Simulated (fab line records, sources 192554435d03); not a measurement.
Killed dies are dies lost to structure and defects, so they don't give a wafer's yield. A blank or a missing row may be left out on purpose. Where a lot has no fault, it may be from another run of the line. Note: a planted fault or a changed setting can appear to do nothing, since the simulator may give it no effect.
Comparing a struck lot with a sound one / flow n5 finfet / 40 out of 1938 route steps
Sound: wafers L212.2, L212.3, L212.5. Struck: wafer L220.5 (left out: L220.2, L220.6 of the same lot, which were not struck); the cause appears at the end.
For every step that has rows: the tool of each side, followed by ch and its chambers, followed by its first start. Under that, the readings that differ: sound wafers / struck wafers / difference of the means / sigmas: that difference in standard deviations of wafers without a fault.
alike: a reading whose means differ by less than 2 such deviations, as well as words and numbers matching on both sides. not compared: withheld readings; readings where some wafer has no value; bounds like >300 that might hide an equal value; numbers whose values overlap and for which the record gives no deviation.
A row with sigmas, a row that says differs or no value, or rows on one side alone: a step with any of these is where the two part. Non-overlapping numbers with no deviation appear without sigmas and do not part them. A reading missing from all wafers of one side parts the sides only when that side holds two or more wafers.

first, 2 steps without rows for these wafers: N5_HKMG_FIN_COAT_85 (time 60 s, resist thk 300 nm); N5_HKMG_FIN_ETCH_86 (etches SOC in N2/H2, stops on TiN, target depth 393.2 nm).
N5_HKMG_FIN_STRIP_89: strips SOC in N2/H2, time 20 s.
  sound on rie diel-01 ch 2,3, day 4 17:19; struck on rie diel-05 ch 3, day 6 07:50
reading=n2 flow sccm (sccm); sound=296.4 299.1 298.9; struck=301.6; difference=+3.5; sigmas=+4
  alike: drypump motor current A, oes product au, rf vpp V, showerhead plenum p Torr, throttle valve pct
  not compared: rf hours counter h
then, 2 steps without rows for these wafers: N5_HKMG_FIN_WET_ETCH_87 (etches TiN in SC1, time 154.2 s, target depth 4.7 nm, rinse time 30 s); N5_HKMG_FIN_STRIP_88 (strips in N2/H2, time 360 s).
N5_HKMG_FIN_NWFM_ALD_20: deposits TiAlC, target thk 2 nm, pulse time 3 s, purge time 2 s.
  sound on ald metal-04 ch 1,2, day 4 17:53; struck on ald metal-02 ch 3, day 6 08:25
  alike: heater power w, precursor pulse height rel
then, 6 steps without rows for these wafers: N5_HKMG_FIN_ALD_71 (deposits TiN, target thk 1 nm, pulse time 1 s, purge time 3 s); N5_HKMG_FIN_COAT_66 (time 60 s, resist thk 300 nm); N5_HKMG_FIN_ETCH_67 (etches SOC in N2/H2, stops on TiN, target depth 388.9 nm); N5_HKMG_FIN_STRIP_90 (strips SOC in N2/H2, time 20 s); N5_HKMG_FIN_WET_ETCH_73 (etches the open film in SC1, time 42.3 s, target depth 1.3 nm, rinse time 30 s); N5_HKMG_FIN_ETCHBACK_68 (etches the open film in Cl2/Ar, stops on HfO2, target depth 0.5 nm).
N5_HKMG_FIN_STRIP_69: strips in N2/H2, time 360 s.
  sound on plasma asher-01 ch 0,1, day 4 18:51; struck on plasma asher-01 ch 1, day 6 09:13
  alike: drypump motor current A, heater power w, n2 flow sccm
  not compared: rf hours counter h
then, 6 steps without rows for these wafers: N5_HKMG_FIN_ALD_21 (deposits TiN, target thk 1.5 nm, pulse time 1 s, purge time 3 s); N5_HKMG_FIN_ALD_72 (deposits W, target thk 2 nm, pulse time 1 s, purge time 2 s); N5_HKMG_FIN_W_FILL_22 (material W, target thk 60 nm, time 18.2 s); N5_HKMG_FIN_PRECLEAN_83 (cleans in DIW, time 57.5 s); N5_HKMG_FIN_SRD_84 (dry time 32 s); N5_HKMG_FIN_CMP_23 (polishes, stops on SiNx, t overpolish 10 s, target thk 46.326 nm).
N5_HKMG_FIN_CMP_94: polishes, stops on SiNx, t overpolish 4.7 s, target thk 43.299 nm.
  sound on cmp-04 ch 0,2,3, day 4 20:17; struck on cmp-03 ch 1, day 6 10:38
  alike: motor current A
then, 1 step without rows for these wafers: N5_GATE_CUT_ETCHBACK_00 (etches W in SF6/Cl2).
N5_GATE_CUT_ETCH_56: etches TiN in Cl2/Ar, target depth 21.6 nm.
  sound on rie metal-03 ch 0,1, day 4 20:38; struck on rie metal-01 ch 1, day 6 10:59
  alike: drypump motor current A, oes product au, throttle valve pct
  not compared: rf hours counter h
then, 2 steps without rows for these wafers: N5_GATE_CUT_ETCHBACK_30 (etches TiN in Cl2/Ar, target depth 3 nm); N5_GATE_CUT_VAPOR_ETCH_60 (etches HfO2 in BCl3/Cl2).
N5_GATE_CUT_ETCH_58: etches SiNx in CH3F/O2, target depth 17 nm, time 128.6 s.
  sound on rie diel-06 ch 2,3, day 4 20:48; struck on rie diel-06 ch 0, day 6 11:26
reading=throttle valve pct (%); sound=16.34 16.63 16.60; struck=16.00; difference=-0.52; sigmas=-2
  alike: drypump motor current A, oes product au, rf vpp V, showerhead plenum p Torr
  not compared: rf hours counter h
then, 14 steps without rows for these wafers: N5_GATE_CUT_STRIP_59 (strips in N2/H2, time 20 s); N5_GATE_CUT_PRECLEAN_31 (cleans in DIW, time 300 s); N5_GATE_CUT_SRD_32 (time 30 s); N5_GATE_CUT_SAC_CAP_01 (material SiNx, target thk 24 nm, pulse time 1 s, ald cycles 480); N5_GATE_CUT_PECVD_57 (deposits SiNx from SiH4/NH3/N2, target thk 21 nm); N5_GATE_CUT_CMP_02 (polishes, stops on SiO2, t overpolish 12.7 s, target thk 0 nm); N5_GATE_CUT_HM_DEP_46 (deposits SiO2 from TEOS/O2, target thk 130 nm, time 26.6 s); N5_GATE_CUT_COAT_34 (time 60 s, resist thk 60 nm); N5_GATE_CUT_COAT_35 (time 60 s, resist thk 10 nm); N5_GATE_CUT_COAT_27 (time 60 s, resist thk 10 nm); N5_GATE_CUT_COAT_07 (resist thk 30 nm); N5_GATE_CUT_EBR_09; N5_GATE_CUT_SOFTBAKE_08 (time 60 s); N5_GATE_CUT_EXPOSE_10 (exposes mask GATE CUT, target cd 20 nm).
-- here the record skips 11 days between the struck wafers' starts before and after, leaving off in module GATE_CUT and picking up in module PASSIVATION (first step shown: number 1936 of the route) --
N5_PASSIVATION_PROBE_49:
  the record has rows for the struck wafers here (prober-01, day 17 11:19) and none for the sound ones

== WHERE THEY PART ==
First at N5_HKMG_FIN_STRIP_89; last, within this record, at N5_PASSIVATION_PROBE_49.

WHY: whatever the simulator had introduced
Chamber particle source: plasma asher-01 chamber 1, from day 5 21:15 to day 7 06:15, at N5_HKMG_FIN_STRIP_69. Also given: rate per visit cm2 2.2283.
